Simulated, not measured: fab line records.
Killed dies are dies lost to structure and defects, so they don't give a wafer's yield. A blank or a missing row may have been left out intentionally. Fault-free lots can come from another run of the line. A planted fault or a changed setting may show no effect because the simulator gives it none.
A single fault, viewed from 2 desks + flow n5Finfet + only its own numbers are on each desk; what lay behind them is given at the end

== AT THE TOOL OWNER'S DESK: pecvd-02 ==
The tool's own readings at N5_BEOL_M3_DEP_57 (deposits SiCN from 3MS/NH3, target thk 8 nm, time 14 s): means of the sampled wafers that have a number, for each lot that ran on this tool. Marked OUT: a lot whose mean sits more than 4 standard deviations from the usual mean, which makes it out of limits; the brackets give that distance.
Columns: A = chamberPressureTorr at N5_BEOL_M3_DEP_57, usual 3.001 Torr; B = showerheadPlenumPTorr at N5_BEOL_M3_DEP_57, usual 3.669 Torr; C = throttleValvePct at N5_BEOL_M3_DEP_57, usual 9.1 %
| lot  | first seen here | A     | B     | C   |
|------|-----------------|-------|-------|-----|
| L890 | day 9 02:58     | 3.002 | 3.662 | 9.4 |
| L894 | day 10 06:19    | 3.006 | 3.675 | 9.3 |
| L895 | day 10 16:56    | 3.007 | 3.669 | 9.6 |
This desk's finding: nothing out of limits on any of the 3 lots.

== AT THE METROLOGY DESK ==
Lot by lot, what the gauges showed, no matter which tool ran the lot: averages of those sampled wafers that carry a number. Marked OUT: a lot whose mean sits more than 4 standard deviations from the usual mean, which makes it out of limits; the brackets give that distance. It has 12 readings; the 7 that lie furthest out on some lot are the ones shown.
Columns: A = DIBL_P at N5_BEOL_M4_RC_MEAS_101, usual 35.6 mV/V; B = IOFF_N at N5_BEOL_M4_RC_MEAS_101, usual 0.148 nA/um; C = IOFF_P at N5_BEOL_M4_RC_MEAS_101, usual 0.20 nA/um; D = ION_N at N5_BEOL_M4_RC_MEAS_101, usual 672 uA/um; E = ION_P at N5_BEOL_M4_RC_MEAS_101, usual 462 uA/um; F = VT_N at N5_BEOL_M4_RC_MEAS_101, usual 251 mV; G = VT_P at N5_BEOL_M4_RC_MEAS_101, usual -251 mV
| lot  | first seen here | A    | B     | C    | D   | E   | F   | G    |
|------|-----------------|------|-------|------|-----|-----|-----|------|
| L888 | day 8 20:41     | 34.5 | 0.129 | 0.17 | 668 | 457 | 253 | -253 |
| L890 | day 9 02:46     | 36.4 | 0.178 | 0.24 | 685 | 478 | 247 | -244 |
| L894 | day 10 06:06    | 35.2 | 0.137 | 0.18 | 673 | 462 | 249 | -251 |
| L895 | day 10 16:44    | 36.3 | 0.155 | 0.22 | 669 | 463 | 249 | -250 |
| L904 | day 12 17:32    | 37.7 | 0.155 | 0.21 | 665 | 457 | 250 | -250 |
| L906 | day 13 02:35    | 36.9 | 0.185 | 0.24 | 694 | 475 | 248 | -247 |
This desk's finding: nothing out of limits on any of the 6 lots.

== TAKEN TOGETHER ==
The tool owner's desk saw nothing out of limits.
Nothing out of limits was seen by the metrology desk.

== WHAT THE SIMULATOR PUT IN ==
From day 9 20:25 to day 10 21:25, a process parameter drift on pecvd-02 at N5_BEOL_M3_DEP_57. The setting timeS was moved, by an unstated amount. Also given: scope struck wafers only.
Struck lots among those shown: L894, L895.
